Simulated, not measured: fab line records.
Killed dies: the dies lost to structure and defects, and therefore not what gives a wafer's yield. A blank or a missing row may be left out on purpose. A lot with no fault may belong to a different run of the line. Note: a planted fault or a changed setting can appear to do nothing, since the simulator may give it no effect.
The tool behind it: which one? || flow nand harc || 18 wafers from 6 lots sampled at 5 of the route's 1302 steps

== WHAT THE GAUGES SHOWED, per wafer ==
NHARC_P_GATE_INSPECT_68.
{"lot": "L625", "measured": "day 6 07:03", "on": "defect inspect-01", "raw defect count": "73 172 278"}
{"lot": "L627", "measured": "day 6 23:15", "on": "defect inspect-02", "raw defect count": "262 338 338"}
{"lot": "L630", "measured": "day 8 10:12", "on": "defect inspect-02", "raw defect count": "158 212 155"}
{"lot": "L639", "measured": "day 12 05:34", "on": "defect inspect-01", "raw defect count": "1400 1483 1424"}
{"lot": "L645", "measured": "day 14 11:36", "on": "defect inspect-02", "raw defect count": "119 169 91"}
{"lot": "L646", "measured": "day 15 18:28", "on": "defect inspect-01", "raw defect count": "193 159 183"}

== TOOL THAT RAN EACH LOT (tool first, then ch and the chambers of the sampled wafers, then the start) ==
{"lot": "L625", "NHARC_P_GATE_ETCH_114": "rie diel-10 ch 0,2,3, day 5 13:00", "NHARC_P_GATE_STRIP_75": "plasma asher-02 ch 0,1, day 6 01:29", "NHARC_P_GATE_RTA_64": "rtp anneal-02 ch 0, day 6 05:48", "NHARC_P_GATE_RTA_82": "rtp anneal-01 ch 0, day 6 06:52"}
{"lot": "L627", "NHARC_P_GATE_ETCH_114": "rie diel-10 ch 2,3, day 6 05:00", "NHARC_P_GATE_STRIP_75": "plasma asher-01 ch 0,1, day 6 17:41", "NHARC_P_GATE_RTA_64": "rtp anneal-02 ch 0, day 6 22:01", "NHARC_P_GATE_RTA_82": "rtp anneal-02 ch 0, day 6 23:05"}
{"lot": "L630", "NHARC_P_GATE_ETCH_114": "rie diel-01 ch 1,2,3, day 7 16:00", "NHARC_P_GATE_STRIP_75": "plasma asher-02 ch 0, day 8 04:28", "NHARC_P_GATE_RTA_64": "rtp anneal-02 ch 0, day 8 08:56", "NHARC_P_GATE_RTA_82": "rtp anneal-02 ch 0, day 8 10:02"}
{"lot": "L639", "NHARC_P_GATE_ETCH_114": "rie diel-01 ch 0,1,2, day 11 11:00", "NHARC_P_GATE_STRIP_75": "plasma asher-02 ch 0,1, day 11 23:57", "NHARC_P_GATE_RTA_64": "rtp anneal-01 ch 0, day 12 04:22", "NHARC_P_GATE_RTA_82": "rtp anneal-02 ch 0, day 12 05:26"}
{"lot": "L645", "NHARC_P_GATE_ETCH_114": "rie diel-03 ch 1,2, day 13 17:00", "NHARC_P_GATE_STRIP_75": "plasma asher-02 ch 0,1, day 14 05:54", "NHARC_P_GATE_RTA_64": "rtp anneal-02 ch 0, day 14 10:26", "NHARC_P_GATE_RTA_82": "rtp anneal-02 ch 0, day 14 11:29"}
{"lot": "L646", "NHARC_P_GATE_ETCH_114": "rie diel-10 ch 0,2, day 14 20:00", "NHARC_P_GATE_STRIP_75": "plasma asher-02 ch 0,1, day 15 09:16", "NHARC_P_GATE_RTA_64": "rtp anneal-02 ch 0, day 15 17:13", "NHARC_P_GATE_RTA_82": "rtp anneal-01 ch 0, day 15 18:17"}
- NHARC_P_GATE_ETCH_114: etches the open film in CF4/O2, target depth 30 nm, overetch 3 nm, time 16.5 s.
- NHARC_P_GATE_STRIP_75: strips in O2.
- NHARC_P_GATE_RTA_64: time 1 s.
- NHARC_P_GATE_RTA_82: time 30 s.

== THE ANSWER, worked out from the rows above alone ==
Rule: usual is defined by the lots themselves. Put in order of their means at a reading, lots are off if they are a third of the lots or fewer, leave a main group of 4 or more, and stand apart from it by a gap of 3 or more times the standard deviation of the main group's means; of several such gaps the widest counts. A main group is skipped when, at the precision printed for the reading in the tables above, its means are all equal. A lot without any number at a reading at which 4 lots or more have one is off too. Where the step has rows for the other lots, those lots are counted as sound.
Off: L639 (NHARC_P_GATE_INSPECT_68, raw defect count). For the main group the mean is 193 and the standard deviation 63.
A tool fits if, at a process step before that reading, it ran every lot that is off, and no sound lot after the first of them. Gauges at NHARC_P_GATE_INSPECT_68: tried the same way as those tools. Undecided on this evidence; 2 tools fit (rie diel-01 at NHARC_P_GATE_ETCH_114, rtp anneal-01 at NHARC_P_GATE_RTA_64).

== WHAT THE SIMULATOR PUT IN ==
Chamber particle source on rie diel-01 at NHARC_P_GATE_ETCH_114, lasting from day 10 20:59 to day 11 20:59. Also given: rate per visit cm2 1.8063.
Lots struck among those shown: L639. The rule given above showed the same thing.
